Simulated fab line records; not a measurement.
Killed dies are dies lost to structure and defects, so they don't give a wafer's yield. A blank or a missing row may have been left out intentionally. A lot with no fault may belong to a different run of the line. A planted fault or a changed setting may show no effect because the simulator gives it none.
Problem report, 8D (eight disciplines) form, completed by code + flow nand-harc + the parts of the form that need people (team, actions taken, sign-off) are left out

## 1. PROBLEM STATEMENT
At NHARC_A_BLC_ETCH_17, run-length-s averages 614.2 s over 6 wafers from 2 lots, while fault-free wafers read 630.4 s, standard deviation 0.5. That is -32 standard deviations from the usual mean.
The step: etches the open film in N2/H2, target depth 390 nm, time 609.38 s.
Earliest sighting: wafer L358.4 on rie-diel-01 at day 29 14:51. Wafers with a number at this step in the record: 36, from 12 lots. By rule, "out" or "out of limits" means more than 4 standard deviations away from the usual mean. The rest of the wafers with a number are treated as sound.

## 2. WHAT IT IS AND WHAT IT IS NOT
| question                    | is                     | is not                                                                                          |
|-----------------------------|------------------------|-------------------------------------------------------------------------------------------------|
| which readings at this step | run-length-s           | drypump-motor-current-A, oes-product-au, rf-vpp-V, showerhead-plenum-p-Torr, throttle-valve-pct |
| which lots                  | L358, L359             | L344, L345, L346, L347, L349, L351, L352, L354, L355, L361                                      |
| which wafers of those lots  | all that have a number | -                                                                                               |
| read on which tools         | rie-diel-01            | rie-diel-08, rie-diel-12                                                                        |
| when                        | from day 29 14:51      | up to then (30 sound wafers)                                                                    |

## 3. WHAT RULES OUT EACH SUSPECT
Counting: any tool at a process step up to the reading is kept as a suspect provided that every lot that is out went through it and no sound lot did after the first of them.
- rie-diel-01 at NHARC_A_BLC_ETCH_16 (etches the open film in CF4, target depth 39 nm, time 65 s): kept. It processed each lot that is out, first L358 at day 29 14:47, and no sound lot thereafter; up to then, the last sound lot it processed was L351 at day 25 19:58.
- rie-diel-01 at NHARC_A_BLC_ETCH_17 (etches the open film in N2/H2, target depth 390 nm, time 609.38 s): kept. It processed each lot that is out, first L358 at day 29 14:51, and no sound lot thereafter; up to then, the last sound lot it processed was L351 at day 25 20:03. On those wafers its own readings are out: run-length-s.
After counting, rie-diel-01 at NHARC_A_BLC_ETCH_16 and rie-diel-01 at NHARC_A_BLC_ETCH_17 remain.

## 4. THE CAUSE (what the simulator had put in)
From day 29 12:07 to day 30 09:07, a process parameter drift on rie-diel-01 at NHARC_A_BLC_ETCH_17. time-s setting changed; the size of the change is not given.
Of the 2 suspects that counting leaves, this tool is one.

## 5. SEQUENCE OF EFFECTS, ordered by route
Each row: a reading where the mean over the struck wafers with a number is more than 3 standard deviations away from the usual. Scope: only readings with a usual standard deviation given in the record; hours: median across lots of the time from each lot's start at the first step in this table that gives one to its start at this step; sigmas: change in usual standard deviations.
| hours | step                | reading      | usual   | on struck wafers | change | sigmas |
|-------|---------------------|--------------|---------|------------------|--------|--------|
| 0     | NHARC_A_BLC_ETCH_17 | run-length-s | 630.4 s | 614.2            | -16.2  | -32    |
It contains these process steps:
- NHARC_A_BLC_ETCH_17: etches the open film in N2/H2, target depth 390 nm, time 609.38 s.
At these later measuring or inspecting steps, every struck wafer for which the step has a row has a number for every such reading, and none has moved that far: NHARC_A_BLC_CD_MEAS_19.

## 6. HOW IT WOULD HAVE BEEN CAUGHT EARLIER
The fault began at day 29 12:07; the first out-of-limits reading in this record came at day 29 14:51, 3 hours later.
